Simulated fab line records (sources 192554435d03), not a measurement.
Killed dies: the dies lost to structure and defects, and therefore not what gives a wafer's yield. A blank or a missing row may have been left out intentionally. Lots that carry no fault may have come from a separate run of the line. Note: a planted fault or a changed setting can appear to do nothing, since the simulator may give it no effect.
fab line records + flow n5_finfet
record
- lots=9
- wafers=27
- last_day=18
route steps=1938 shown HKMG_FIN@413 BEOL_M4@1094 PASSIVATION@1936
lots that met no fault: taken from a fault-free run of the same line
start_h: start of the lot's first displayed wafer, in hours after the record's first day + wait_h: time in hours since the lot's previous step + " same as the row above + L1.1+2: a row that stands for several wafers + - no value, or no start was given + * or withheld: withheld + < > ~ a bound
route shown NAME@n: names a module that has steps shown in the file, with the first one's number in the route + usual: mean/standard deviation taken from wafers without a fault + same: alike in all rows + chamber/n: place in a boat + sites: per-site readings + _std_site: the values' standard deviation + _edge_site: the outer-site mean with the inner-site mean subtracted + radius_mm: for every site, how far away it sits from the centre of the wafer + mask NAME#n: copy n + behind: the most recent tool/chamber to have shaped the wafer + hold: cause of the lot's hold/its duration in hours/its outcome + device: names the non-switching transistor (n, p or np) + end of line: tests run on the same wafers once the route is complete + a step without rows: its recipe alone + killed: count of dies lost to structure and defects at first sort (not the wafer's yield) + map: a wafer's dies, marking killed ones x, the rest . and places with no die _
set.NAME: the setting as run; set.NAME@STEP: as run at that earlier step + model.NAME: the simulator's own value behind a step, which no gauge read
the route's steps for a sample of lots (tables are steps, rows are wafers)
services: the hour from which a tool's chamber was out of use, counted from the record's first day as start_h (under 0 if before that day), plus the number of hours and why
## steps
# step N5_HKMG_FIN_CVD_62
# recipe
- material=a-Si
- target_thk_a=30
- temp_c=500
- precursor=Si2H6
- pressure_torr=1
- time_s=20.8
# usual
- chamber_pressure_Torr=1.0000/0.0021
- heater_power_w=1452/41
| lot.wafer | tool              | chamber | start_h | wait_h | chamber_pressure_Torr | heater_power_w |
|-----------|-------------------|---------|---------|--------|-----------------------|----------------|
| L346.1    | thermal_cvd_si-02 | 1       | 87.68   | 0.2    | 0.9987                | 1494           |
| L346.4    | "                 | 1       | "       | "      | 0.9978                | 1464           |
| L346.6    | "                 | 0       | "       | "      | 1.0001                | 1457           |
| L348.2    | thermal_cvd_si-02 | 0       | 94.32   | 0.2    | 0.9974                | 1420           |
| L348.4    | "                 | 0       | "       | "      | 0.9967                | 1415           |
| L348.5    | "                 | 1       | "       | "      | 1.0003                | 1440           |
| L350.1    | thermal_cvd_si-02 | 1       | 107.58  | 0.2    | 0.9984                | 1477           |
| L350.3    | "                 | 0       | "       | "      | 0.9992                | 1435           |
| L350.4    | "                 | 2       | "       | "      | 1.0006                | 1415           |
| L354.4    | thermal_cvd_si-02 | 1       | 128.33  | 0.1    | 0.9986                | 1502           |
| L354.5    | "                 | 0       | "       | "      | 0.9976                | 1449           |
| L354.6    | "                 | 2       | "       | "      | 0.9968                | 1401           |
| L356.2    | thermal_cvd_si-02 | 0       | 138.84  | 0.2    | 0.9995                | 1417           |
| L356.3    | "                 | 2       | "       | "      | 1.0008                | 1432           |
| L356.5    | "                 | 1       | "       | "      | 1.0015                | 1494           |
| L357.1    | thermal_cvd_si-01 | 2       | 143.92  | 0.2    | 0.9942                | 1464           |
| L357.3    | "                 | 0       | "       | "      | 1.0012                | 1487           |
| L357.5    | "                 | 0       | "       | "      | 1.0005                | 1537           |
| L358.1    | thermal_cvd_si-02 | 0       | 153.02  | 0.2    | 1.0016                | 1407           |
| L358.3    | "                 | 1       | "       | "      | 0.9998                | 1498           |
| L358.6    | "                 | 0       | "       | "      | 0.9998                | 1379           |
| L364.2    | thermal_cvd_si-02 | 1       | 189.30  | 0.2    | 0.9980                | 1503           |
| L364.3    | "                 | 2       | "       | "      | 0.9990                | 1399           |
| L364.5    | "                 | 0       | "       | "      | 0.9997                | 1429           |
| L366.1    | thermal_cvd_si-02 | 2       | 200.41  | 0.9    | 0.9997                | 1417           |
| L366.4    | "                 | 2       | "       | "      | 1.0001                | 1420           |
| L366.5    | "                 | 0       | "       | "      | 1.0000                | 1426           |
# step N5_BEOL_M4_SPUTTER_90
# recipe
- material=Cu
- target_thk_a=45
- temp_c=-20
- chamber_pressure_pa=0.07
- power_w=withheld
- time_s=8.29
# usual
- chuck_gas_flow_sccm=1.26/0.05
- throttle_valve_pct=30.1/1.1
| lot.wafer | tool           | chamber | start_h | wait_h | chuck_gas_flow_sccm | throttle_valve_pct |
|-----------|----------------|---------|---------|--------|---------------------|--------------------|
| L346.1    | pvd_sputter-03 | -       | 186.36  | 0.1    | 1.22                | 29.9               |
| L346.4    | "              | -       | "       | "      | 1.23                | 30.8               |
| L346.6    | "              | -       | "       | "      | 1.13                | 29.4               |
| L348.2    | pvd_sputter-02 | -       | 193.14  | 0.1    | 1.17                | 28.9               |
| L348.4    | "              | -       | "       | "      | 1.25                | 30.6               |
| L348.5    | "              | -       | "       | "      | 1.26                | 28.5               |
| L350.1    | pvd_sputter-02 | -       | 216.23  | 0.1    | 1.21                | 31.1               |
| L350.3    | "              | -       | "       | "      | 1.21                | 30.4               |
| L350.4    | "              | -       | "       | "      | 1.15                | 28.7               |
| L356.2    | pvd_sputter-01 | -       | 225.48  | 0.1    | 1.31                | 29.9               |
| L356.3    | "              | -       | "       | "      | 1.17                | 32.0               |
| L356.5    | "              | -       | "       | "      | 1.23                | 30.9               |
| L354.4    | pvd_sputter-03 | -       | 240.57  | 0.1    | 1.13                | 29.4               |
| L354.5    | "              | -       | "       | "      | 1.30                | 30.8               |
| L354.6    | "              | -       | "       | "      | 1.16                | 30.1               |
| L357.1    | pvd_sputter-02 | -       | 246.23  | 0.1    | 1.27                | 27.9               |
| L357.3    | "              | -       | "       | "      | 1.19                | 30.8               |
| L357.5    | "              | -       | "       | "      | 1.31                | 27.9               |
| L358.1    | pvd_sputter-02 | -       | 248.36  | 0.1    | 1.29                | 29.5               |
| L358.3    | "              | -       | "       | "      | 1.34                | 31.1               |
| L358.6    | "              | -       | "       | "      | 1.37                | 28.4               |
| L364.2    | pvd_sputter-01 | -       | 279.40  | 0.1    | 1.17                | 29.8               |
| L364.3    | "              | -       | "       | "      | 1.30                | 32.2               |
| L364.5    | "              | -       | "       | "      | 1.24                | 29.8               |
| L366.1    | pvd_sputter-03 | -       | 314.60  | 0.1    | 1.30                | 30.1               |
| L366.4    | "              | -       | "       | "      | 1.19                | 30.5               |
| L366.5    | "              | -       | "       | "      | 1.30                | 30.0               |
# step N5_BEOL_M4_ANNEAL_91
# recipe
- temp_c=400
- time_s=240
- ambient=vacuum
# usual
- heater_power_w=853/76
| lot.wafer | tool           | chamber | start_h | wait_h | heater_power_w |
|-----------|----------------|---------|---------|--------|----------------|
| L346.1    | pvd_sputter-03 | -       | 186.44  | 0.0    | 846            |
| L346.4    | "              | -       | "       | "      | 940            |
| L346.6    | "              | -       | "       | "      | 777            |
| L348.2    | pvd_sputter-02 | -       | 193.22  | 0.0    | 868            |
| L348.4    | "              | -       | "       | "      | 911            |
| L348.5    | "              | -       | "       | "      | 898            |
| L350.1    | pvd_sputter-02 | -       | 216.31  | 0.0    | 759            |
| L350.3    | "              | -       | "       | "      | 921            |
| L350.4    | "              | -       | "       | "      | 857            |
| L356.2    | pvd_sputter-01 | -       | 225.56  | 0.0    | 885            |
| L356.3    | "              | -       | "       | "      | 895            |
| L356.5    | "              | -       | "       | "      | 746            |
| L354.4    | pvd_sputter-03 | -       | 240.65  | 0.0    | 808            |
| L354.5    | "              | -       | "       | "      | 894            |
| L354.6    | "              | -       | "       | "      | 829            |
| L357.1    | pvd_sputter-02 | -       | 246.31  | 0.0    | 972            |
| L357.3    | "              | -       | "       | "      | 760            |
| L357.5    | "              | -       | "       | "      | 955            |
| L358.1    | pvd_sputter-02 | -       | 248.44  | 0.0    | 882            |
| L358.3    | "              | -       | "       | "      | 759            |
| L358.6    | "              | -       | "       | "      | 966            |
| L364.2    | pvd_sputter-01 | -       | 279.48  | 0.0    | 914            |
| L364.3    | "              | -       | "       | "      | 895            |
| L364.5    | "              | -       | "       | "      | 902            |
| L366.1    | pvd_sputter-03 | -       | 314.68  | 0.0    | 857            |
| L366.4    | "              | -       | "       | "      | 835            |
| L366.5    | "              | -       | "       | "      | 808            |
# step N5_BEOL_M4_THK_MEAS_53
# recipe
- thk_meas_gauge=xrf
- reads=Cu_of_BEOL_M4_ECD_50
# usual
- M4_THK=40.2/1.1
| lot.wafer | tool          | chamber | start_h | wait_h | M4_THK[nm] |
|-----------|---------------|---------|---------|--------|------------|
| L346.1    | film_metro-02 | -       | 187.88  | -      | 38.6       |
| L346.4    | "             | -       | "       | "      | 39.5       |
| L346.6    | "             | -       | "       | "      | 38.3       |
| L348.2    | film_metro-02 | -       | 194.60  | -      | 40.9       |
| L348.4    | "             | -       | "       | "      | 40.5       |
| L348.5    | "             | -       | "       | "      | 41.2       |
| L350.1    | film_metro-02 | -       | 217.68  | -      | 39.6       |
| L350.3    | "             | -       | "       | "      | 42.5       |
| L350.4    | "             | -       | "       | "      | 40.3       |
| L356.2    | film_metro-02 | -       | 226.92  | -      | 40.6       |
| L356.3    | "             | -       | "       | "      | 40.6       |
| L356.5    | "             | -       | "       | "      | 39.8       |
| L354.4    | film_metro-02 | -       | 242.08  | -      | 39.9       |
| L354.5    | "             | -       | "       | "      | 40.7       |
| L354.6    | "             | -       | "       | "      | 38.3       |
| L357.1    | film_metro-01 | -       | 247.67  | -      | 40.0       |
| L357.3    | "             | -       | "       | "      | 39.8       |
| L357.5    | "             | -       | "       | "      | 40.1       |
| L358.1    | film_metro-02 | -       | 249.80  | -      | 40.1       |
| L358.3    | "             | -       | "       | "      | 38.3       |
| L358.6    | "             | -       | "       | "      | 41.2       |
| L364.2    | film_metro-02 | -       | 280.86  | -      | 41.7       |
| L364.3    | "             | -       | "       | "      | 40.7       |
| L364.5    | "             | -       | "       | "      | 40.4       |
| L366.1    | film_metro-01 | -       | 316.06  | -      | 40.5       |
| L366.4    | "             | -       | "       | "      | 41.1       |
| L366.5    | "             | -       | "       | "      | 40.2       |
# step N5_BEOL_M4_RC_MEAS_101
# usual
- DIBL_N=36.0/1.8
- DIBL_P=36.3/2.4
- EOT_P=10.50/0.094
- IGATE_P=0.0035/0.00044
- IOFF_N=0.16/0.035
- IOFF_N_85C=3.0/0.57
- IOFF_N_LIN=0.072/0.013
- IOFF_N_LONG=5.42e-05/2.8e-06
- IOFF_P=0.21/0.036
- IOFF_P_85C=3.6/0.52
- IOFF_P_LIN=0.098/0.013
- IOFF_P_LONG=0.000101/8.2e-06
- ION_N=673/13
- ION_P=461/7.2
- SS_N=71.4/0.6
- SS_P=73.2/0.7
- VT_N=250/4
- VT_N_LONG=275.5/2.2
- VT_N_LVT=99/4
- VT_P=-250.9/2.9
- VT_P_LONG=-276.3/2.5
- VT_P_LVT=-99.7/2.8
| lot.wafer | tool      | chamber | start_h | wait_h | DIBL_N[mV/V] | DIBL_P[mV/V] | EOT_P | IGATE_P[nA/um] | IOFF_N[nA/um] | IOFF_N_85C[nA/um] | IOFF_N_LIN[nA/um] | IOFF_N_LONG[nA/um] | IOFF_P[nA/um] | IOFF_P_85C[nA/um] | IOFF_P_LIN[nA/um] | IOFF_P_LONG[nA/um] | ION_N[uA/um] | ION_P[uA/um] | SS_N[mV/dec] | SS_P[mV/dec] | VT_N[mV] | VT_N_LONG[mV] | VT_N_LVT[mV] | VT_P[mV] | VT_P_LONG[mV] | VT_P_LVT[mV] |
|-----------|-----------|---------|---------|--------|--------------|--------------|-------|----------------|---------------|-------------------|-------------------|--------------------|---------------|-------------------|-------------------|--------------------|--------------|--------------|--------------|--------------|----------|---------------|--------------|----------|---------------|--------------|
| L346.1    | prober-02 | 0       | 188.25  | 0.0    | 36.7         | 38.2         | 10.62 | 0.0028         | 0.19          | 3.5               | 0.084             | 5.64e-05           | 0.25          | 4.1               | 0.109             | 0.000102           | 675          | 465          | 72.5         | 73.7         | 248      | 276.6         | 94           | -248.4   | -273.6        | -94.9        |
| L346.4    | "         | 0       | "       | "      | 34.7         | 33.9         | 10.50 | 0.0034         | 0.14          | 2.8               | 0.065             | 5.66e-05           | 0.17          | 3.0               | 0.085             | 0.000107           | 666          | 457          | 72.2         | 72.5         | 250      | 275.5         | 98           | -252.9   | -277.2        | -100.1       |
| L346.6    | "         | 0       | "       | "      | 39.2         | 41.4         | 10.40 | 0.0035         | 0.25          | 4.5               | 0.107             | 5.68e-05           | 0.32          | 5.1               | 0.133             | 0.000105           | 693          | 473          | 72.8         | 74.6         | 242      | 274.6         | 90           | -245.7   | -278.2        | -91.3        |
| L348.2    | prober-02 | 0       | 195.12  | 0.2    | 34.3         | 33.5         | 10.44 | 0.0032         | 0.16          | 3.2               | 0.078             | 5.99e-05           | 0.21          | 3.6               | 0.100             | 0.000107           | 678          | 463          | 70.8         | 73.2         | 246      | 272.0         | 92           | -247.1   | -273.9        | -94.6        |
| L348.4    | "         | 0       | "       | "      | 34.0         | 32.9         | 10.36 | 0.0041         | 0.14          | 2.8               | 0.069             | 5.91e-05           | 0.19          | 3.3               | 0.092             | 0.000107           | 670          | 459          | 71.3         | 72.7         | 250      | 272.0         | 95           | -249.6   | -273.7        | -97.2        |
| L348.5    | "         | 0       | "       | "      | 32.7         | 30.7         | 10.51 | 0.0031         | 0.12          | 2.4               | 0.057             | 5.96e-05           | 0.16          | 2.9               | 0.084             | 0.000106           | 653          | 461          | 71.3         | 72.2         | 252      | 274.7         | 99           | -251.3   | -272.6        | -98.6        |
| L350.1    | prober-02 | 0       | 218.00  | 0.0    | 32.7         | 32.6         | 10.42 | 0.0040         | 0.10          | 2.0               | 0.049             | 5.21e-05           | 0.14          | 2.7               | 0.075             | 0.000107           | 643          | 446          | 70.0         | 71.9         | 259      | 277.8         | 103          | -257.7   | -277.8        | -103.9       |
| L350.3    | "         | 0       | "       | "      | 34.2         | 34.1         | 10.49 | 0.0036         | 0.12          | 2.4               | 0.057             | 5.42e-05           | 0.16          | 2.9               | 0.082             | 9.5e-05            | 663          | 453          | 71.5         | 72.7         | 255      | 276.9         | 101          | -254.1   | -279.9        | -102.5       |
| L350.4    | "         | 0       | "       | "      | 35.7         | 37.3         | 10.48 | 0.0037         | 0.15          | 3.0               | 0.072             | 5.28e-05           | 0.20          | 3.5               | 0.097             | 9.5e-05            | 692          | 471          | 71.5         | 73.3         | 248      | 277.2         | 96           | -249.6   | -278.6        | -98.6        |
| L356.2    | prober-01 | 0       | 227.39  | 0.2    | 35.3         | 35.9         | 10.59 | 0.0035         | 0.13          | 2.6               | 0.063             | 4.98e-05           | 0.21          | 3.6               | 0.095             | 9.6e-05            | 668          | 464          | 70.6         | 73.9         | 255      | 275.7         | 103          | -250.9   | -275.7        | -98.4        |
| L356.3    | "         | 0       | "       | "      | 34.6         | 35.0         | 10.51 | 0.0035         | 0.13          | 2.5               | 0.062             | 5.08e-05           | 0.19          | 3.3               | 0.089             | 9.5e-05            | 673          | 473          | 70.6         | 73.0         | 253      | 277.3         | 102          | -252.9   | -276.2        | -99.9        |
| L356.5    | "         | 0       | "       | "      | 32.8         | 32.3         | 10.63 | 0.0029         | 0.10          | 2.0               | 0.050             | 5.17e-05           | 0.15          | 2.8               | 0.078             | 0.000107           | 657          | 458          | 70.4         | 71.3         | 259      | 276.6         | 108          | -252.3   | -276.1        | -103.7       |
| L354.4    | prober-01 | 0       | 242.86  | 0.5    | 36.3         | 36.1         | 10.36 | 0.0039         | 0.17          | 3.3               | 0.081             | 5.89e-05           | 0.20          | 3.5               | 0.097             | 0.000111           | 683          | 464          | 71.6         | 73.7         | 247      | 270.2         | 94           | -252.8   | -273.9        | -99.5        |
| L354.5    | "         | 0       | "       | "      | 36.3         | 36.3         | 10.37 | 0.0040         | 0.16          | 3.2               | 0.076             | 5.82e-05           | 0.20          | 3.5               | 0.096             | 0.000113           | 686          | 464          | 71.9         | 73.7         | 249      | 274.5         | 95           | -252.5   | -274.0        | -100.9       |
| L354.6    | "         | 0       | "       | "      | 39.2         | 39.5         | 10.54 | 0.0030         | 0.24          | 4.3               | 0.099             | 5.88e-05           | 0.26          | 4.3               | 0.113             | 0.0001             | 691          | 459          | 72.2         | 74.0         | 244      | 272.3         | 92           | -249.3   | -273.2        | -97.6        |
| L357.1    | prober-01 | 0       | 248.08  | 0.0    | 35.0         | 33.1         | 10.55 | 0.0034         | 0.12          | 2.4               | 0.055             | 5.22e-05           | 0.16          | 2.9               | 0.081             | 9.4e-05            | 660          | 450          | 70.9         | 73.1         | 254      | 275.4         | 107          | -254.4   | -275.9        | -105.1       |
| L357.3    | "         | 0       | "       | "      | 38.4         | 38.1         | 10.59 | 0.0028         | 0.20          | 3.7               | 0.082             | 5.19e-05           | 0.23          | 4.0               | 0.107             | 9.1e-05            | 671          | 455          | 72.2         | 73.1         | 248      | 277.5         | 98           | -248.3   | -279.1        | -99.9        |
| L357.5    | "         | 0       | "       | "      | 38.7         | 39.4         | 10.75 | 0.0025         | 0.20          | 3.7               | 0.085             | 5.2e-05            | 0.25          | 4.3               | 0.111             | 9.4e-05            | 673          | 459          | 71.8         | 74.1         | 248      | 275.8         | 98           | -248.3   | -277.8        | -99.2        |
| L358.1    | prober-01 | 0       | 250.12  | 0.0    | 35.5         | 34.8         | 10.45 | 0.0038         | 0.15          | 2.9               | 0.069             | 5.53e-05           | 0.20          | 3.4               | 0.096             | 0.000105           | 685          | 470          | 71.1         | 72.8         | 250      | 274.5         | 99           | -249.7   | -273.1        | -100.6       |
| L358.3    | "         | 0       | "       | "      | 33.3         | 33.1         | 10.59 | 0.0035         | 0.12          | 2.4               | 0.060             | 5.43e-05           | 0.18          | 3.1               | 0.090             | 0.000102           | 669          | 456          | 70.8         | 72.4         | 252      | 273.1         | 101          | -249.3   | -274.4        | -100.6       |
| L358.6    | "         | 0       | "       | "      | 35.3         | 34.6         | 10.52 | 0.0035         | 0.15          | 2.9               | 0.069             | 5.6e-05            | 0.19          | 3.4               | 0.096             | 0.000101           | 677          | 462          | 70.9         | 72.5         | 251      | 275.3         | 98           | -251.7   | -274.9        | -99.8        |
| L364.2    | prober-01 | 0       | 281.36  | 0.2    | 39.2         | 40.2         | 10.47 | 0.0036         | 0.21          | 3.9               | 0.092             | 5.2e-05            | 0.26          | 4.3               | 0.115             | 9.6e-05            | 685          | 468          | 71.6         | 74.1         | 246      | 273.4         | 98           | -249.3   | -277.0        | -96.0        |
| L364.3    | "         | 0       | "       | "      | 34.6         | 35.4         | 10.58 | 0.0034         | 0.13          | 2.6               | 0.063             | 5.16e-05           | 0.18          | 3.1               | 0.088             | 9e-05              | 673          | 462          | 71.3         | 73.0         | 254      | 280.7         | 102          | -252.8   | -276.6        | -101.4       |
| L364.5    | "         | 0       | "       | "      | 35.3         | 36.3         | 10.93 | 0.0007         | 0.00          | 0.0               | 0.000             | 3.1e-05            | 4.44          | 46.2              | 2.141             | 0.000779           | 213          | 570          | 71.5         | 73.5         | 473      | 493.4         | 323          | -164.3   | -212.1        | -14.0        |
| L366.1    | prober-01 | 0       | 316.37  | 0.0    | 36.2         | 35.8         | 10.91 | 0.0006         | 0.00          | 0.0               | 0.000             | 3.35e-05           | 4.63          | 48.7              | 2.198             | 0.000815           | 229          | 583          | 71.5         | 73.3         | 459      | 489.5         | 312          | -164.0   | -210.9        | -13.1        |
| L366.4    | "         | 0       | "       | "      | 36.6         | 36.3         | 10.71 | 0.0029         | 0.15          | 3.1               | 0.073             | 5.63e-05           | 0.22          | 3.7               | 0.103             | 0.000109           | 671          | 459          | 70.9         | 73.6         | 249      | 273.2         | 96           | -251.9   | -274.2        | -98.5        |
| L366.5    | "         | 0       | "       | "      | 35.1         | 34.6         | 11.05 | 0.0005         | 0.00          | 0.0               | 0.000             | 3.36e-05           | 3.99          | 43.0              | 1.987             | 0.000785           | 222          | 564          | 71.0         | 72.1         | 464      | 484.3         | 313          | -166.0   | -213.3        | -14.5        |
# step N5_PASSIVATION_PROBE_49
# usual
- defect_limited_yield=91.2/1.4
- killed_at_M0_to_M3=35/11
- killed_at_M4_up=14/5.6
- killed_at_contacts=12/5.6
- killed_at_front_end=38/11
- killed_at_other=4/3.4
- killed_dies=103/17
- killed_open=68/12
- killed_short=33/8.8
- sort_bin_4_leakage=0.00/0.007
- sort_bin_5_function=5.1/0.89
- sort_bin_6_memory=3.3/0.71
- sort_n_pass=1077/17
- sort_yield_pct=91.2/1.4
# same
- gross_dies=1180
- killed_at_back_side=0
- sort_bin_8_speed[%]=0
| lot.wafer | tool      | chamber | start_h | wait_h | defect_limited_yield[%] | killed_at_M0_to_M3 | killed_at_M4_up | killed_at_contacts | killed_at_front_end | killed_at_other | killed_dies | killed_open | killed_short | sort_bin_4_leakage[%] | sort_bin_5_function[%] | sort_bin_6_memory[%] | sort_n_pass | sort_yield_pct[%] |
|-----------|-----------|---------|---------|--------|-------------------------|--------------------|-----------------|--------------------|---------------------|-----------------|-------------|-------------|--------------|-----------------------|------------------------|----------------------|-------------|-------------------|
| L364.2    | prober-01 | -       | 395.77  | 0.1    | 91.0                    | 46                 | 10              | 6                  | 42                  | 2               | 106         | 62          | 42           | 0                     | 4.8                    | 3.6                  | 1074        | 91.0              |
| L364.3    | prober-01 | -       | 395.82  | 0.1    | 91.2                    | 28                 | 15              | 13                 | 48                  | 0               | 104         | 69          | 33           | 0                     | 5.3                    | 3.1                  | 1076        | 91.2              |
| L364.5    | prober-01 | -       | 395.92  | 0.2    | 94.3                    | 12                 | 8               | 17                 | 28                  | 2               | 67          | 46          | 21           | 94.32                 | 3.6                    | 1.9                  | 0           | 0                 |
| L366.1    | prober-02 | -       | 425.30  | 0.0    | 93.1                    | 41                 | 17              | 4                  | 19                  | 1               | 82          | 60          | 18           | 93.05                 | 4.2                    | 2.6                  | 0           | 0                 |
| L366.4    | prober-02 | -       | 425.45  | 0.2    | 91.9                    | 41                 | 12              | 11                 | 27                  | 4               | 95          | 59          | 31           | 0                     | 4.7                    | 3.2                  | 1085        | 91.9              |
| L366.5    | prober-02 | -       | 425.50  | 0.2    | 93.0                    | 22                 | 10              | 4                  | 42                  | 5               | 83          | 50          | 31           | 92.97                 | 4.0                    | 2.6                  | 0           | 0                 |
# killed by level:class
L364.2 STI_FIN_REVEAL:geometric_particle:open=16 BEOL_M0_SAQP:geometric_particle:open=14 BEOL_M0_SAQP:geometric_particle:short=11 BEOL_M3:geometric_particle:open=9 FIN_SAQP:geometric_particle:short=8 GATE_CUT:geometric_particle:short=5 BEOL_M4:geometric_particle:open=5 MOL_CONTACT_COAG:geometric_particle:open=4
L364.3 STI_FIN_REVEAL:geometric_particle:open=13 MOL_CONTACT_COAG:geometric_particle:open=10 FIN_SAQP:geometric_particle:open=8 BEOL_M4:geometric_particle:open=7 BEOL_M1:geometric_particle:open=6 BEOL_M0_SAQP:geometric_particle:open=5 GATE_CUT:geometric_particle:open=5 DUMMY_GATE:geometric_particle:open=4
L364.5 MOL_CONTACT_COAG:geometric_particle:open=14 STI_FIN_REVEAL:geometric_particle:open=7 FIN_SAQP:geometric_particle:open=6 FIN_SAQP:geometric_particle:short=4 MOL_CONTACT_COAG:geometric_particle:short=3 BEOL_M1:geometric_particle:short=3 BEOL_M5:geometric_particle:open=3 STI_FIN_REVEAL:geometric_particle:short=2
L366.1 BEOL_M2:geometric_particle:open=14 BEOL_M1:geometric_particle:open=8 BEOL_M4:geometric_particle:open=8 BEOL_M0_SAQP:geometric_particle:open=6 MOL_CONTACT_COAG:geometric_particle:open=4 BEOL_M0_SAQP:geometric_particle:short=4 BEOL_M2:geometric_particle:short=4 STARTING-WAFER:geometric_particle:open=4
L366.4 BEOL_M2:geometric_particle:open=16 MOL_CONTACT_COAG:geometric_particle:open=9 BEOL_M4:geometric_particle:open=8 ILD0:geometric_particle:short=6 BEOL_M2:geometric_particle:short=6 BEOL_M3:geometric_particle:open=6 FIN_SAQP:geometric_particle:open=5 BEOL_M0_SAQP:geometric_particle:open=5
L366.5 FIN_SAQP:geometric_particle:short=10 STI_FIN_REVEAL:geometric_particle:open=8 BEOL_M2:geometric_particle:open=7 FIN_SAQP:geometric_particle:open=5 BEOL_M3:geometric_particle:open=5 BEOL_M5:geometric_particle:open=4 STARTING-WAFER:geometric_particle:short=4 ILD0:geometric_particle:open=3
## services
| tool              | chamber | start_h | hours | kind   |
|-------------------|---------|---------|-------|--------|
| pvd_sputter-03    | -       | 76.13   | 2.0   | repair |
| thermal_cvd_si-01 | -       | 105.10  | 1.1   | repair |
| thermal_cvd_si-01 | 0       | 130.73  | 5.8   | repair |
| pvd_sputter-02    | -       | 162.27  | 23.5  | repair |
| thermal_cvd_si-02 | -       | 179.39  | 6.0   | pm     |
| thermal_cvd_si-01 | -       | 180.36  | 0.9   | repair |
| thermal_cvd_si-01 | 1       | 214.17  | 16.1  | repair |
| pvd_sputter-02    | -       | 310.46  | 4.5   | repair |
## key
first_sign
- step=N5_BEOL_M4_RC_MEAS_101
- reading=IOFF_P_LIN
- direction=up
- sigmas=99+
- usual=0.098
- struck=2.109
effect
- step=N5_BEOL_M4_RC_MEAS_101
- reading=IOFF_P
- direction=up
- sigmas=99+
- usual=0.21
- struck=4.36
effect
- step=N5_BEOL_M4_RC_MEAS_101
- reading=VT_N_LONG
- direction=up
- sigmas=99+
- usual=275.5
- struck=489.0
effect
- step=N5_BEOL_M4_RC_MEAS_101
- reading=IOFF_P_LONG
- direction=up
- sigmas=85
- usual=0.000101
- struck=0.000793
effect
- step=N5_BEOL_M4_RC_MEAS_101
- reading=IOFF_P_85C
- direction=up
- sigmas=81
- usual=3.6
- struck=46.0
effect
- step=N5_BEOL_M4_RC_MEAS_101
- reading=VT_N_LVT
- direction=up
- sigmas=54
- usual=99
- struck=316
effect
- step=N5_BEOL_M4_RC_MEAS_101
- reading=VT_N
- direction=up
- sigmas=54
- usual=250
- struck=465
effect
- step=N5_BEOL_M4_RC_MEAS_101
- reading=ION_N
- direction=down
- sigmas=35
- usual=673
- struck=221
effect
- step=N5_BEOL_M4_RC_MEAS_101
- reading=VT_P_LVT
- direction=up
- sigmas=31
- usual=-99.7
- struck=-13.8
effect
- step=N5_BEOL_M4_RC_MEAS_101
- reading=VT_P
- direction=up
- sigmas=30
- usual=-250.9
- struck=-164.8
effect
- step=N5_BEOL_M4_RC_MEAS_101
- reading=VT_P_LONG
- direction=up
- sigmas=26
- usual=-276.3
- struck=-212.1
effect
- step=N5_BEOL_M4_RC_MEAS_101
- reading=ION_P
- direction=up
- sigmas=15
- usual=461
- struck=572
effect
- step=N5_PASSIVATION_PROBE_49
- reading=sort_bin_4_leakage
- direction=up
- sigmas=99+
- usual=0.00
- struck=93.45
met_at N5_HKMG_FIN_CVD_62
struck_lots L364,L366
struck_wafers L364.5,L366.1,L366.5
not_acting_at N5_BEOL_M4_SPUTTER_90,N5_BEOL_M4_ANNEAL_91,N5_BEOL_M4_THK_MEAS_53
onset_between 153.02 189.30
fault
- kind=process_parameter_drift
- tool=thermal_cvd_si-02
- chamber=-
- onset_h=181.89
- steps=N5_HKMG_FIN_CVD_62
- channel=time_s
- offset=*
- shape=step
- end_h=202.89
- scope=struck_wafers_only
- stated=*
